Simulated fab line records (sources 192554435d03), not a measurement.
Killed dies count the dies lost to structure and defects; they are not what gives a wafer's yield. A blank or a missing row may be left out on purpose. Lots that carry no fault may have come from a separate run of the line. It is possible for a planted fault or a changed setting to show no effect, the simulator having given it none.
A lot that was struck, set against a sound lot :: flow n5_finfet :: 17 out of 1938 route steps
Sound: these wafers, L492.1, L492.2, L492.4. Wafers struck: L497.1, L497.2, L497.5. Last of all comes the cause.
At each step with rows: each side's tool, then ch and its chambers, then its first start. Under that, the readings that differ: sound wafers :: struck wafers :: difference of the means :: sigmas: that difference in standard deviations of wafers without a fault.
alike: same words and numbers on both sides, and readings whose means sit less than 2 such deviations apart. not compared: any withheld reading, any reading some wafer has no value for, any bound like >300 that may hide the same value, and any number with overlapping values for which the record gives no deviation.
The two part at a step that has a row with sigmas, a row that says differs or no value, or rows on one side only. Numbers that have no deviation but don't overlap get no sigmas and don't part them. A reading missing from all wafers of one side parts the sides only when that side holds two or more wafers.

first, 8 steps without rows for these wafers: N5_BEOL_M9_PRE_CLEAN_55 (time 15 s); N5_BEOL_M9_DEP_56 (deposits SiCN from 3MS/NH3, target thk 15 nm, time 26.5 s); N5_BEOL_M10_ILD_DEP_00 (deposits SiCOH lowk from DEMS/porogen, target thk 308.51 nm, time 58 s); N5_BEOL_M10_CURE_71 (cures SiCOH lowk, time 240 s); N5_BEOL_M10_PECVD_70 (deposits SiO2 from TEOS/O2, target thk 20 nm, time 22.7 s); N5_BEOL_M10_HM_DEP_02 (deposits TiN, target thk 20 nm); N5_BEOL_M10_COAT_59 (time 60 s, resist thk 100 nm); N5_BEOL_M10_COAT_60 (time 60 s, resist thk 30 nm).
N5_BEOL_M10_COAT_05: resist thk 90 nm.
  sound on litho_track-01 ch 0, day 10 11:44; struck on litho_track-01 ch 0, day 11 23:26
reading: spin_speed_rpm (rpm)
sound: 1499.4 1500.4 1499.6
struck: 1427.5 1424.9 1425.6
difference: -73.8
sigmas: -83

reading: model.CAR-ArF_of_BEOL_M10_COAT_05.thk_nm (nm)
sound: 90.2 90.4 90.4
struck: 92.6 92.6 92.8
difference: +2.3
sigmas: 
then, 6 steps without rows for these wafers: N5_BEOL_M10_EBR_07; N5_BEOL_M10_SOFTBAKE_06 (time 60 s); N5_BEOL_M10_EXPOSE_08 (exposes mask M10); N5_BEOL_M10_PEB_09 (peb time 60 s); N5_BEOL_M10_DEVELOP_10 (develop time 30 s); N5_BEOL_M10_DESCUM_16 (chemistry O2, time 7.9 s).
N5_BEOL_M10_ETCH_61: etches SiARC in CF4, target depth 39 nm, time 65 s.
  sound on rie_diel-04 ch 1,3, day 10 12:06; struck on rie_diel-05 ch 1,3, day 12 00:34
reading: oes_product_au (a.u.)
sound: 0.79 0.82 0.82
struck: 0.64 0.60 0.64
difference: -0.18
sigmas: -2

reading: model.CAR-ArF_of_BEOL_M10_COAT_05.thk_nm (nm)
sound: 55.6 56 56
struck: 58.2 58 58.4
difference: +2.3
sigmas: 
  alike: cf4_flow_sccm, chamber_pressure_mTorr, drypump_motor_current_A, etch_rf_on_time_s, rf_vpp_V, showerhead_plenum_p_Torr, throttle_valve_pct
  not compared: rf_hours_counter_h
then, 1 step without rows for these wafers: N5_BEOL_M10_ETCH_62 (etches SOC in N2/H2, target depth 110 nm, overetch 22 nm, time 165 s).

## WHERE THEY PART
First at N5_BEOL_M10_COAT_05; last, within this record, at N5_BEOL_M10_ETCH_61.

WHY: the cause the simulator had injected
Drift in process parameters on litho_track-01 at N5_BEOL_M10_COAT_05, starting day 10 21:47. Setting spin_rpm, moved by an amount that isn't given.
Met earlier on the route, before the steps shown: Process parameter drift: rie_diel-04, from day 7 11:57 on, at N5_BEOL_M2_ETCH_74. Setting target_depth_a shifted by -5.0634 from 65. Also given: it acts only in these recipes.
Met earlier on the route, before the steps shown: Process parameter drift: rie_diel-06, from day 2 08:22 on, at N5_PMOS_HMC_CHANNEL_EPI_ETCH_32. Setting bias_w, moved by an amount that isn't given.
